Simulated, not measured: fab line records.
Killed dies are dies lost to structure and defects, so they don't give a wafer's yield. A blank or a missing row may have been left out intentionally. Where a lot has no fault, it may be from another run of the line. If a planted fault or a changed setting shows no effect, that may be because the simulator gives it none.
Which of the tools did it? / flow n5Finfet / Sampling: 24 lots, 72 wafers, 6 of 1938 route steps

WHAT EACH GAUGE READ, for each wafer
N5_FIN_SAQP_CD_MEAS_37: target cd 8 nm.
lot=L074; measured=day 2 01:55; on=cdSem-01; cdNm (nm)=7.92 8.36 7.96
lot=L075; measured=day 2 07:52; on=cdSem-03; cdNm (nm)=8.54 8.37 7.95
lot=L076; measured=day 2 16:15; on=cdSem-03; cdNm (nm)=7.84 8.40 8.18
lot=L077; measured=day 2 21:10; on=cdSem-03; cdNm (nm)=8.20 8.28 8.37
lot=L078; measured=day 3 03:45; on=cdSem-02; cdNm (nm)=8.26 8.46 8.64
lot=L079; measured=day 3 10:18; on=cdSem-03; cdNm (nm)=8.08 8.24 8.03
lot=L080; measured=day 3 14:47; on=cdSem-02; cdNm (nm)=8.24 8.47 8.04
lot=L081; measured=day 3 20:12; on=cdSem-02; cdNm (nm)=8.60 8.21 8.23
lot=L082; measured=day 4 01:56; on=cdSem-03; cdNm (nm)=8.49 7.97 8.15
lot=L083; measured=day 4 07:25; on=cdSem-02; cdNm (nm)=8.17 8.23 8.23
lot=L084; measured=day 4 14:05; on=cdSem-02; cdNm (nm)=8.33 8.29 8.18
lot=L085; measured=day 5 00:45; on=cdSem-03; cdNm (nm)=8.09 8.28 8.11
lot=L086; measured=day 5 03:19; on=cdSem-02; cdNm (nm)=7.92 8.03 7.91
lot=L087; measured=day 5 10:52; on=cdSem-01; cdNm (nm)=7.83 7.41 8.04
lot=L088; measured=day 5 14:38; on=cdSem-02; cdNm (nm)=7.87 8.37 7.95
lot=L089; measured=day 5 22:46; on=cdSem-02; cdNm (nm)=8.62 7.94 8.17
lot=L090; measured=day 6 01:38; on=cdSem-01; cdNm (nm)=8.01 8.31 8.31
lot=L091; measured=day 6 08:18; on=cdSem-03; cdNm (nm)=8.16 8.38 8.78
lot=L092; measured=day 6 14:17; on=cdSem-02; cdNm (nm)=8.29 8.37 8.14
lot=L093; measured=day 6 21:16; on=cdSem-02; cdNm (nm)=7.84 7.98 8.00
lot=L094; measured=day 7 02:55; on=cdSem-03; cdNm (nm)=7.90 8.14 8.12
lot=L095; measured=day 7 08:47; on=cdSem-01; cdNm (nm)=8.20 8.06 8.03
lot=L096; measured=day 7 14:45; on=cdSem-03; cdNm (nm)=8.29 8.44 8.06
lot=L097; measured=day 7 19:59; on=cdSem-02; cdNm (nm)=7.96 7.93 8.32

N5_DUMMY_GATE_THK_MEAS_05.
lot=L074; measured=day 2 16:25; on=filmMetro-01; thkNm (nm)=71.4 70.5 70.0
lot=L075; measured=day 2 22:52; on=filmMetro-02; thkNm (nm)=72.0 71.7 72.1
lot=L076; measured=day 3 07:29; on=filmMetro-01; thkNm (nm)=71.3 70.3 69.9
lot=L077; measured=day 3 12:44; on=filmMetro-02; thkNm (nm)=73.9 73.2 72.7
lot=L078; measured=day 3 19:41; on=filmMetro-01; thkNm (nm)=71.3 72.3 72.5
lot=L079; measured=day 4 01:35; on=filmMetro-02; thkNm (nm)=73.7 74.2 73.1
lot=L080; measured=day 4 05:16; on=filmMetro-01; thkNm (nm)=73.5 72.1 73.3
lot=L081; measured=day 4 11:16; on=filmMetro-02; thkNm (nm)=74.4 73.1 75.0
lot=L082; measured=day 4 16:58; on=filmMetro-02; thkNm (nm)=73.4 72.4 72.9
lot=L083; measured=day 4 23:23; on=filmMetro-02; thkNm (nm)=72.7 72.4 72.9
lot=L084; measured=day 5 04:35; on=filmMetro-02; thkNm (nm)=73.3 72.4 73.6
lot=L085; measured=day 5 17:21; on=filmMetro-02; thkNm (nm)=70.8 71.2 71.5
lot=L086; measured=day 5 20:16; on=filmMetro-01; thkNm (nm)=72.7 72.2 73.5
lot=L087; measured=day 6 02:08; on=filmMetro-01; thkNm (nm)=73.1 72.6 72.7
lot=L088; measured=day 6 06:55; on=filmMetro-01; thkNm (nm)=71.0 72.3 72.8
lot=L089; measured=day 6 13:46; on=filmMetro-02; thkNm (nm)=71.9 71.4 72.3
lot=L090; measured=day 6 18:26; on=filmMetro-01; thkNm (nm)=73.1 72.2 73.4
lot=L091; measured=day 7 00:49; on=filmMetro-02; thkNm (nm)=73.1 73.5 72.6
lot=L092; measured=day 7 04:58; on=filmMetro-01; thkNm (nm)=73.5 74.4 71.4
lot=L093; measured=day 7 12:08; on=filmMetro-02; thkNm (nm)=72.0 72.0 73.6
lot=L094; measured=day 7 18:10; on=filmMetro-01; thkNm (nm)=72.3 72.3 71.6
lot=L095; measured=day 7 23:11; on=filmMetro-02; thkNm (nm)=73.2 71.7 73.7
lot=L096; measured=day 8 05:30; on=filmMetro-01; thkNm (nm)=71.7 72.5 72.2
lot=L097; measured=day 8 12:20; on=filmMetro-01; thkNm (nm)=72.4 71.9 72.0

WHICH TOOL RAN EACH LOT (tool, then ch and the chambers of the sampled wafers, then the start)
lot=L074; N5_FIN_SAQP_ETCH_52=rieDiel-02 ch 0,3, day 1 21:43; N5_FIN_SAQP_SPACER1_ALD_24=aldSin-04 ch 2,3, day 1 22:43; N5_FIN_SAQP_ETCH_64=rieSi-05 ch 0,1,2, day 2 01:46; N5_STI_FIN_REVEAL_DENSIFY_30=rtpAnneal-02 ch 0, day 2 08:53
lot=L075; N5_FIN_SAQP_ETCH_52=rieDiel-03 ch 1,2,3, day 2 03:43; N5_FIN_SAQP_SPACER1_ALD_24=aldSin-04 ch 0,2, day 2 04:43; N5_FIN_SAQP_ETCH_64=rieSi-05 ch 2,3, day 2 07:43; N5_STI_FIN_REVEAL_DENSIFY_30=rtpAnneal-01 ch 0, day 2 15:10
lot=L076; N5_FIN_SAQP_ETCH_52=rieDiel-02 ch 0,1, day 2 11:14; N5_FIN_SAQP_SPACER1_ALD_24=aldSin-04 ch 0,2,3, day 2 12:32; N5_FIN_SAQP_ETCH_64=rieSi-06 ch 0,3, day 2 16:07; N5_STI_FIN_REVEAL_DENSIFY_30=rtpAnneal-01 ch 0, day 2 23:57
lot=L077; N5_FIN_SAQP_ETCH_52=rieDiel-05 ch 0,2,3, day 2 16:29; N5_FIN_SAQP_SPACER1_ALD_24=aldSin-03 ch 0,1,2, day 2 17:34; N5_FIN_SAQP_ETCH_64=rieSi-06 ch 2,3, day 2 21:01; N5_STI_FIN_REVEAL_DENSIFY_30=rtpAnneal-02 ch 0, day 3 04:58
lot=L078; N5_FIN_SAQP_ETCH_52=rieDiel-03 ch 0,1,2, day 2 22:40; N5_FIN_SAQP_SPACER1_ALD_24=aldSin-04 ch 0,1,3, day 3 00:00; N5_FIN_SAQP_ETCH_64=rieSi-06 ch 0,1,2, day 3 03:37; N5_STI_FIN_REVEAL_DENSIFY_30=rtpAnneal-02 ch 0, day 3 11:33
lot=L079; N5_FIN_SAQP_ETCH_52=rieDiel-02 ch 0,3, day 3 05:56; N5_FIN_SAQP_SPACER1_ALD_24=aldSin-03 ch 0,1,3, day 3 06:56; N5_FIN_SAQP_ETCH_64=rieSi-04 ch 0,2,3, day 3 10:10; N5_STI_FIN_REVEAL_DENSIFY_30=rtpAnneal-02 ch 0, day 3 17:53
lot=L080; N5_FIN_SAQP_ETCH_52=rieDiel-02 ch 0,2, day 3 09:33; N5_FIN_SAQP_SPACER1_ALD_24=aldSin-03 ch 0,1,3, day 3 10:53; N5_FIN_SAQP_ETCH_64=rieSi-06 ch 2,3, day 3 14:38; N5_STI_FIN_REVEAL_DENSIFY_30=rtpAnneal-02 ch 0, day 3 21:49
lot=L081; N5_FIN_SAQP_ETCH_52=rieDiel-05 ch 1,2,3, day 3 16:17; N5_FIN_SAQP_SPACER1_ALD_24=aldSin-01 ch 0,1,3, day 3 17:17; N5_FIN_SAQP_ETCH_64=rieSi-04 ch 0,1,3, day 3 20:04; N5_STI_FIN_REVEAL_DENSIFY_30=rtpAnneal-01 ch 0, day 4 03:20
lot=L082; N5_FIN_SAQP_ETCH_52=rieDiel-02 ch 0,1,2, day 3 21:58; N5_FIN_SAQP_SPACER1_ALD_24=aldSin-04 ch 0,2,3, day 3 22:59; N5_FIN_SAQP_ETCH_64=rieSi-06 ch 0,2,3, day 4 01:47; N5_STI_FIN_REVEAL_DENSIFY_30=rtpAnneal-02 ch 0, day 4 08:52
lot=L083; N5_FIN_SAQP_ETCH_52=rieDiel-02 ch 0,3, day 4 03:21; N5_FIN_SAQP_SPACER1_ALD_24=aldSin-04 ch 0,1,2, day 4 04:21; N5_FIN_SAQP_ETCH_64=rieSi-06 ch 0,2, day 4 07:16; N5_STI_FIN_REVEAL_DENSIFY_30=rtpAnneal-02 ch 0, day 4 14:37
lot=L084; N5_FIN_SAQP_ETCH_52=rieDiel-05 ch 0,1,3, day 4 09:53; N5_FIN_SAQP_SPACER1_ALD_24=aldSin-03 ch 1,2,3, day 4 10:54; N5_FIN_SAQP_ETCH_64=rieSi-05 ch 1,2, day 4 13:56; N5_STI_FIN_REVEAL_DENSIFY_30=rtpAnneal-02 ch 0, day 4 21:07
lot=L085; N5_FIN_SAQP_ETCH_52=rieDiel-05 ch 0,2, day 4 16:11; N5_FIN_SAQP_SPACER1_ALD_24=aldSin-01 ch 2,3, day 4 18:48; N5_FIN_SAQP_ETCH_64=rieSi-04 ch 1,2,3, day 5 00:37; N5_STI_FIN_REVEAL_DENSIFY_30=rtpAnneal-01 ch 0, day 5 09:48
lot=L086; N5_FIN_SAQP_ETCH_52=rieDiel-05 ch 0,1,2, day 4 21:38; N5_FIN_SAQP_SPACER1_ALD_24=aldSin-03 ch 0,1,3, day 5 00:15; N5_FIN_SAQP_ETCH_64=rieSi-05 ch 2,3, day 5 03:11; N5_STI_FIN_REVEAL_DENSIFY_30=rtpAnneal-02 ch 0, day 5 10:59
lot=L087; N5_FIN_SAQP_ETCH_52=rieDiel-05 ch 0,1, day 5 06:35; N5_FIN_SAQP_SPACER1_ALD_24=aldSin-03 ch 0,2,3, day 5 07:35; N5_FIN_SAQP_ETCH_64=rieSi-05 ch 2,3, day 5 10:43; N5_STI_FIN_REVEAL_DENSIFY_30=rtpAnneal-02 ch 0, day 5 17:58
lot=L088; N5_FIN_SAQP_ETCH_52=rieDiel-02 ch 1,2, day 5 09:50; N5_FIN_SAQP_SPACER1_ALD_24=aldSin-03 ch 2,3, day 5 11:15; N5_FIN_SAQP_ETCH_64=rieSi-05 ch 1,2,3, day 5 14:29; N5_STI_FIN_REVEAL_DENSIFY_30=rtpAnneal-02 ch 0, day 5 21:35
lot=L089; N5_FIN_SAQP_ETCH_52=rieDiel-05 ch 0,2,3, day 5 16:45; N5_FIN_SAQP_SPACER1_ALD_24=aldSin-04 ch 0,1,3, day 5 18:13; N5_FIN_SAQP_ETCH_64=rieSi-05 ch 0,1,3, day 5 22:37; N5_STI_FIN_REVEAL_DENSIFY_30=rtpAnneal-02 ch 0, day 6 06:10
lot=L090; N5_FIN_SAQP_ETCH_52=rieDiel-03 ch 0,1,3, day 5 21:25; N5_FIN_SAQP_SPACER1_ALD_24=aldSin-04 ch 2,3, day 5 22:25; N5_FIN_SAQP_ETCH_64=rieSi-06 ch 0,2, day 6 01:30; N5_STI_FIN_REVEAL_DENSIFY_30=rtpAnneal-02 ch 0, day 6 09:11
lot=L091; N5_FIN_SAQP_ETCH_52=rieDiel-05 ch 0,1,3, day 6 04:11; N5_FIN_SAQP_SPACER1_ALD_24=aldSin-03 ch 0,2,3, day 6 05:12; N5_FIN_SAQP_ETCH_64=rieSi-06 ch 0,1,2, day 6 08:10; N5_STI_FIN_REVEAL_DENSIFY_30=rtpAnneal-01 ch 0, day 6 15:34
lot=L092; N5_FIN_SAQP_ETCH_52=rieDiel-05 ch 0,3, day 6 10:13; N5_FIN_SAQP_SPACER1_ALD_24=aldSin-04 ch 1,2, day 6 11:22; N5_FIN_SAQP_ETCH_64=rieSi-06 ch 0,1,2, day 6 14:09; N5_STI_FIN_REVEAL_DENSIFY_30=rtpAnneal-02 ch 0, day 6 21:15
lot=L093; N5_FIN_SAQP_ETCH_52=rieDiel-03 ch 1,2,3, day 6 16:38; N5_FIN_SAQP_SPACER1_ALD_24=aldSin-04 ch 1,2, day 6 17:38; N5_FIN_SAQP_ETCH_64=rieSi-06 ch 1,2,3, day 6 21:08; N5_STI_FIN_REVEAL_DENSIFY_30=rtpAnneal-02 ch 0, day 7 04:13
lot=L094; N5_FIN_SAQP_ETCH_52=rieDiel-03 ch 1,2,3, day 6 22:46; N5_FIN_SAQP_SPACER1_ALD_24=aldSin-03 ch 2,3, day 6 23:46; N5_FIN_SAQP_ETCH_64=rieSi-04 ch 0,1,3, day 7 02:46; N5_STI_FIN_REVEAL_DENSIFY_30=rtpAnneal-01 ch 0, day 7 10:23
lot=L095; N5_FIN_SAQP_ETCH_52=rieDiel-05 ch 0,1,3, day 7 04:25; N5_FIN_SAQP_SPACER1_ALD_24=aldSin-04 ch 1,2, day 7 05:44; N5_FIN_SAQP_ETCH_64=rieSi-04 ch 0,2,3, day 7 08:39; N5_STI_FIN_REVEAL_DENSIFY_30=rtpAnneal-02 ch 0, day 7 15:47
lot=L096; N5_FIN_SAQP_ETCH_52=rieDiel-02 ch 0,1,3, day 7 10:00; N5_FIN_SAQP_SPACER1_ALD_24=aldSin-03 ch 0,1,3, day 7 11:16; N5_FIN_SAQP_ETCH_64=rieSi-05 ch 0,1,2, day 7 14:37; N5_STI_FIN_REVEAL_DENSIFY_30=rtpAnneal-02 ch 0, day 7 21:54
lot=L097; N5_FIN_SAQP_ETCH_52=rieDiel-02 ch 0,3, day 7 15:50; N5_FIN_SAQP_SPACER1_ALD_24=aldSin-03 ch 0,1,3, day 7 17:00; N5_FIN_SAQP_ETCH_64=rieSi-04 ch 0,2,3, day 7 19:51; N5_STI_FIN_REVEAL_DENSIFY_30=rtpAnneal-02 ch 0, day 8 03:13
- N5_FIN_SAQP_ETCH_52: etches SOC in N2/H2, target depth 100 nm, overetch 20 nm, time 150 s.
- N5_FIN_SAQP_SPACER1_ALD_24: deposits SiO2, target thk 20.3 nm, pulse time 1 s, purge time 2 s.
- N5_FIN_SAQP_ETCH_64: etches SiO2 in CF4, target depth 1.5 nm.
- N5_STI_FIN_REVEAL_DENSIFY_30

AS READ BY THE TOOLS THEMSELVES (means over the sampled wafers that have a number; for cases with no such wafer, the mark the record gives instead)
N5_FIN_SAQP_ETCH_52.
lot=L074; tool=rieDiel-02; drypumpMotorCurrentA (A)=6.0; oesProductAu (a.u.)=0.73; rfVppV (V)=527.5; showerheadPlenumPTorr (Torr)=2.67; throttleValvePct (%)=17.78
lot=L075; tool=rieDiel-03; drypumpMotorCurrentA (A)=6.2; oesProductAu (a.u.)=0.68; rfVppV (V)=523.3; showerheadPlenumPTorr (Torr)=2.54; throttleValvePct (%)=17.86
lot=L076; tool=rieDiel-02; drypumpMotorCurrentA (A)=5.4; oesProductAu (a.u.)=0.64; rfVppV (V)=523.8; showerheadPlenumPTorr (Torr)=2.56; throttleValvePct (%)=18.01
lot=L077; tool=rieDiel-05; drypumpMotorCurrentA (A)=6.0; oesProductAu (a.u.)=0.69; rfVppV (V)=526.9; showerheadPlenumPTorr (Torr)=2.66; throttleValvePct (%)=17.79
lot=L078; tool=rieDiel-03; drypumpMotorCurrentA (A)=6.3; oesProductAu (a.u.)=0.66; rfVppV (V)=524.6; showerheadPlenumPTorr (Torr)=2.56; throttleValvePct (%)=17.88
lot=L079; tool=rieDiel-02; drypumpMotorCurrentA (A)=5.9; oesProductAu (a.u.)=0.75; rfVppV (V)=527.4; showerheadPlenumPTorr (Torr)=2.68; throttleValvePct (%)=17.88
lot=L080; tool=rieDiel-02; drypumpMotorCurrentA (A)=6.2; oesProductAu (a.u.)=0.67; rfVppV (V)=524.7; showerheadPlenumPTorr (Torr)=2.57; throttleValvePct (%)=17.87
lot=L081; tool=rieDiel-05; drypumpMotorCurrentA (A)=5.7; oesProductAu (a.u.)=0.74; rfVppV (V)=524.4; showerheadPlenumPTorr (Torr)=2.59; throttleValvePct (%)=17.60
lot=L082; tool=rieDiel-02; drypumpMotorCurrentA (A)=5.7; oesProductAu (a.u.)=0.74; rfVppV (V)=522.9; showerheadPlenumPTorr (Torr)=2.52; throttleValvePct (%)=17.86
lot=L083; tool=rieDiel-02; drypumpMotorCurrentA (A)=5.9; oesProductAu (a.u.)=0.74; rfVppV (V)=528.6; showerheadPlenumPTorr (Torr)=2.68; throttleValvePct (%)=17.90
lot=L084; tool=rieDiel-05; drypumpMotorCurrentA (A)=5.7; oesProductAu (a.u.)=0.74; rfVppV (V)=525.3; showerheadPlenumPTorr (Torr)=2.61; throttleValvePct (%)=17.76
lot=L085; tool=rieDiel-05; drypumpMotorCurrentA (A)=5.9; oesProductAu (a.u.)=0.67; rfVppV (V)=526.7; showerheadPlenumPTorr (Torr)=2.65; throttleValvePct (%)=17.73
lot=L086; tool=rieDiel-05; drypumpMotorCurrentA (A)=5.5; oesProductAu (a.u.)=0.73; rfVppV (V)=524.4; showerheadPlenumPTorr (Torr)=2.60; throttleValvePct (%)=17.67
lot=L087; tool=rieDiel-05; drypumpMotorCurrentA (A)=5.2; oesProductAu (a.u.)=0.78; rfVppV (V)=523.2; showerheadPlenumPTorr (Torr)=2.55; throttleValvePct (%)=17.62
lot=L088; tool=rieDiel-02; drypumpMotorCurrentA (A)=5.3; oesProductAu (a.u.)=0.77; rfVppV (V)=522.2; showerheadPlenumPTorr (Torr)=2.48; throttleValvePct (%)=17.88
lot=L089; tool=rieDiel-05; drypumpMotorCurrentA (A)=6.0; oesProductAu (a.u.)=0.66; rfVppV (V)=526.8; showerheadPlenumPTorr (Torr)=2.64; throttleValvePct (%)=17.84
lot=L090; tool=rieDiel-03; drypumpMotorCurrentA (A)=6.4; oesProductAu (a.u.)=0.67; rfVppV (V)=525.5; showerheadPlenumPTorr (Torr)=2.60; throttleValvePct (%)=17.70
lot=L091; tool=rieDiel-05; drypumpMotorCurrentA (A)=5.7; oesProductAu (a.u.)=0.72; rfVppV (V)=524.9; showerheadPlenumPTorr (Torr)=2.60; throttleValvePct (%)=17.78
lot=L092; tool=rieDiel-05; drypumpMotorCurrentA (A)=5.9; oesProductAu (a.u.)=0.67; rfVppV (V)=526.8; showerheadPlenumPTorr (Torr)=2.66; throttleValvePct (%)=17.98
lot=L093; tool=rieDiel-03; drypumpMotorCurrentA (A)=6.2; oesProductAu (a.u.)=0.73; rfVppV (V)=526.8; showerheadPlenumPTorr (Torr)=2.64; throttleValvePct (%)=17.76
lot=L094; tool=rieDiel-03; drypumpMotorCurrentA (A)=6.2; oesProductAu (a.u.)=0.73; rfVppV (V)=526.5; showerheadPlenumPTorr (Torr)=2.64; throttleValvePct (%)=17.76
lot=L095; tool=rieDiel-05; drypumpMotorCurrentA (A)=5.7; oesProductAu (a.u.)=0.71; rfVppV (V)=524.6; showerheadPlenumPTorr (Torr)=2.60; throttleValvePct (%)=17.80
lot=L096; tool=rieDiel-02; drypumpMotorCurrentA (A)=5.7; oesProductAu (a.u.)=0.74; rfVppV (V)=524.9; showerheadPlenumPTorr (Torr)=2.61; throttleValvePct (%)=17.87
lot=L097; tool=rieDiel-02; drypumpMotorCurrentA (A)=6.0; oesProductAu (a.u.)=0.69; rfVppV (V)=527.1; showerheadPlenumPTorr (Torr)=2.65; throttleValvePct (%)=17.87

N5_FIN_SAQP_SPACER1_ALD_24.
lot=L074; tool=aldSin-04; heaterPowerW (W)=472; precursorPulseHeightRel=1.023
lot=L075; tool=aldSin-04; heaterPowerW (W)=402; precursorPulseHeightRel=1.007
lot=L076; tool=aldSin-04; heaterPowerW (W)=431; precursorPulseHeightRel=0.987
lot=L077; tool=aldSin-03; heaterPowerW (W)=458; precursorPulseHeightRel=1.014
lot=L078; tool=aldSin-04; heaterPowerW (W)=408; precursorPulseHeightRel=1.015
lot=L079; tool=aldSin-03; heaterPowerW (W)=504; precursorPulseHeightRel=1.005
lot=L080; tool=aldSin-03; heaterPowerW (W)=492; precursorPulseHeightRel=0.987
lot=L081; tool=aldSin-01; heaterPowerW (W)=512; precursorPulseHeightRel=0.997
lot=L082; tool=aldSin-04; heaterPowerW (W)=421; precursorPulseHeightRel=0.993
lot=L083; tool=aldSin-04; heaterPowerW (W)=431; precursorPulseHeightRel=1.001
lot=L084; tool=aldSin-03; heaterPowerW (W)=465; precursorPulseHeightRel=0.974
lot=L085; tool=aldSin-01; heaterPowerW (W)=481; precursorPulseHeightRel=0.988
lot=L086; tool=aldSin-03; heaterPowerW (W)=498; precursorPulseHeightRel=0.999
lot=L087; tool=aldSin-03; heaterPowerW (W)=468; precursorPulseHeightRel=0.993
lot=L088; tool=aldSin-03; heaterPowerW (W)=437; precursorPulseHeightRel=1.012
lot=L089; tool=aldSin-04; heaterPowerW (W)=412; precursorPulseHeightRel=0.994
lot=L090; tool=aldSin-04; heaterPowerW (W)=459; precursorPulseHeightRel=0.981
lot=L091; tool=aldSin-03; heaterPowerW (W)=466; precursorPulseHeightRel=1.006
lot=L092; tool=aldSin-04; heaterPowerW (W)=480; precursorPulseHeightRel=0.996
lot=L093; tool=aldSin-04; heaterPowerW (W)=484; precursorPulseHeightRel=0.997
lot=L094; tool=aldSin-03; heaterPowerW (W)=483; precursorPulseHeightRel=0.997
lot=L095; tool=aldSin-04; heaterPowerW (W)=446; precursorPulseHeightRel=1.011
lot=L096; tool=aldSin-03; heaterPowerW (W)=495; precursorPulseHeightRel=0.989
lot=L097; tool=aldSin-03; heaterPowerW (W)=499; precursorPulseHeightRel=0.996

N5_FIN_SAQP_ETCH_64.
lot=L074; tool=rieSi-05; drypumpMotorCurrentA (A)=6.0; oesProductAu (a.u.)=1.018; throttleValvePct (%)=21.89
lot=L075; tool=rieSi-05; drypumpMotorCurrentA (A)=6.3; oesProductAu (a.u.)=0.999; throttleValvePct (%)=21.72
lot=L076; tool=rieSi-06; drypumpMotorCurrentA (A)=5.3; oesProductAu (a.u.)=1.015; throttleValvePct (%)=21.80
lot=L077; tool=rieSi-06; drypumpMotorCurrentA (A)=5.8; oesProductAu (a.u.)=1.019; throttleValvePct (%)=21.75
lot=L078; tool=rieSi-06; drypumpMotorCurrentA (A)=5.5; oesProductAu (a.u.)=1.005; throttleValvePct (%)=21.70
lot=L079; tool=rieSi-04; drypumpMotorCurrentA (A)=5.9; oesProductAu (a.u.)=1.015; throttleValvePct (%)=21.77
lot=L080; tool=rieSi-06; drypumpMotorCurrentA (A)=6.0; oesProductAu (a.u.)=1.023; throttleValvePct (%)=21.74
lot=L081; tool=rieSi-04; drypumpMotorCurrentA (A)=5.6; oesProductAu (a.u.)=1.013; throttleValvePct (%)=21.58
lot=L082; tool=rieSi-06; drypumpMotorCurrentA (A)=5.6; oesProductAu (a.u.)=1.013; throttleValvePct (%)=21.77
lot=L083; tool=rieSi-06; drypumpMotorCurrentA (A)=5.4; oesProductAu (a.u.)=1.011; throttleValvePct (%)=21.80
lot=L084; tool=rieSi-05; drypumpMotorCurrentA (A)=6.2; oesProductAu (a.u.)=1.016; throttleValvePct (%)=22.15
lot=L085; tool=rieSi-04; drypumpMotorCurrentA (A)=5.9; oesProductAu (a.u.)=1.031; throttleValvePct (%)=21.80
lot=L086; tool=rieSi-05; drypumpMotorCurrentA (A)=6.5; oesProductAu (a.u.)=0.989; throttleValvePct (%)=21.81
lot=L087; tool=rieSi-05; drypumpMotorCurrentA (A)=6.3; oesProductAu (a.u.)=0.995; throttleValvePct (%)=21.73
lot=L088; tool=rieSi-05; drypumpMotorCurrentA (A)=6.3; oesProductAu (a.u.)=0.997; throttleValvePct (%)=21.94
lot=L089; tool=rieSi-05; drypumpMotorCurrentA (A)=5.8; oesProductAu (a.u.)=1.005; throttleValvePct (%)=21.76
lot=L090; tool=rieSi-06; drypumpMotorCurrentA (A)=5.4; oesProductAu (a.u.)=1.014; throttleValvePct (%)=21.80
lot=L091; tool=rieSi-06; drypumpMotorCurrentA (A)=5.5; oesProductAu (a.u.)=1.008; throttleValvePct (%)=21.70
lot=L092; tool=rieSi-06; drypumpMotorCurrentA (A)=5.5; oesProductAu (a.u.)=1.012; throttleValvePct (%)=21.70
lot=L093; tool=rieSi-06; drypumpMotorCurrentA (A)=5.7; oesProductAu (a.u.)=1.011; throttleValvePct (%)=21.67
lot=L094; tool=rieSi-04; drypumpMotorCurrentA (A)=5.7; oesProductAu (a.u.)=1.007; throttleValvePct (%)=21.59
lot=L095; tool=rieSi-04; drypumpMotorCurrentA (A)=5.9; oesProductAu (a.u.)=1.016; throttleValvePct (%)=21.78
lot=L096; tool=rieSi-05; drypumpMotorCurrentA (A)=6.0; oesProductAu (a.u.)=0.992; throttleValvePct (%)=21.85
lot=L097; tool=rieSi-04; drypumpMotorCurrentA (A)=5.9; oesProductAu (a.u.)=1.016; throttleValvePct (%)=21.78

N5_STI_FIN_REVEAL_DENSIFY_30.
lot=L074; tool=rtpAnneal-02; lampPowerPct (%)=11.49
lot=L075; tool=rtpAnneal-01; lampPowerPct (%)=11.54
lot=L076; tool=rtpAnneal-01; lampPowerPct (%)=11.55
lot=L077; tool=rtpAnneal-02; lampPowerPct (%)=11.49
lot=L078; tool=rtpAnneal-02; lampPowerPct (%)=11.50
lot=L079; tool=rtpAnneal-02; lampPowerPct (%)=11.51
lot=L080; tool=rtpAnneal-02; lampPowerPct (%)=11.59
lot=L081; tool=rtpAnneal-01; lampPowerPct (%)=11.54
lot=L082; tool=rtpAnneal-02; lampPowerPct (%)=11.58
lot=L083; tool=rtpAnneal-02; lampPowerPct (%)=11.54
lot=L084; tool=rtpAnneal-02; lampPowerPct (%)=11.55
lot=L085; tool=rtpAnneal-01; lampPowerPct (%)=11.60
lot=L086; tool=rtpAnneal-02; lampPowerPct (%)=11.51
lot=L087; tool=rtpAnneal-02; lampPowerPct (%)=11.52
lot=L088; tool=rtpAnneal-02; lampPowerPct (%)=11.55
lot=L089; tool=rtpAnneal-02; lampPowerPct (%)=11.49
lot=L090; tool=rtpAnneal-02; lampPowerPct (%)=11.51
lot=L091; tool=rtpAnneal-01; lampPowerPct (%)=11.52
lot=L092; tool=rtpAnneal-02; lampPowerPct (%)=11.56
lot=L093; tool=rtpAnneal-02; lampPowerPct (%)=11.55
lot=L094; tool=rtpAnneal-01; lampPowerPct (%)=11.53
lot=L095; tool=rtpAnneal-02; lampPowerPct (%)=11.53
lot=L096; tool=rtpAnneal-02; lampPowerPct (%)=11.50
lot=L097; tool=rtpAnneal-02; lampPowerPct (%)=11.51

THE ANSWER, worked out from the rows above alone
Rule: what is usual is taken from the lots themselves. The widest of any qualifying gaps counts: lots, ordered by their means at a reading, are off when they make up no more than a third of the lots, leave a main group of 4 or more, and stand apart from it by 3 or more times the standard deviation of that group's means. A main group is skipped when, at the precision printed for the reading in the tables above, its means are all equal. A lot without any number at a reading at which 4 lots or more have one is off too. The other lots that the step has rows for count as sound. After the gauges, taken in route order, come the tools' own readings; for these a lot's mean is taken, as printed above. The first step at which some lot is off is used, and at that step the reading that is off furthest; a lot without a number counts as furthest.
Nothing can be told from this: no lot is off at any reading shown.

WHAT THE SIMULATOR HAD INSERTED
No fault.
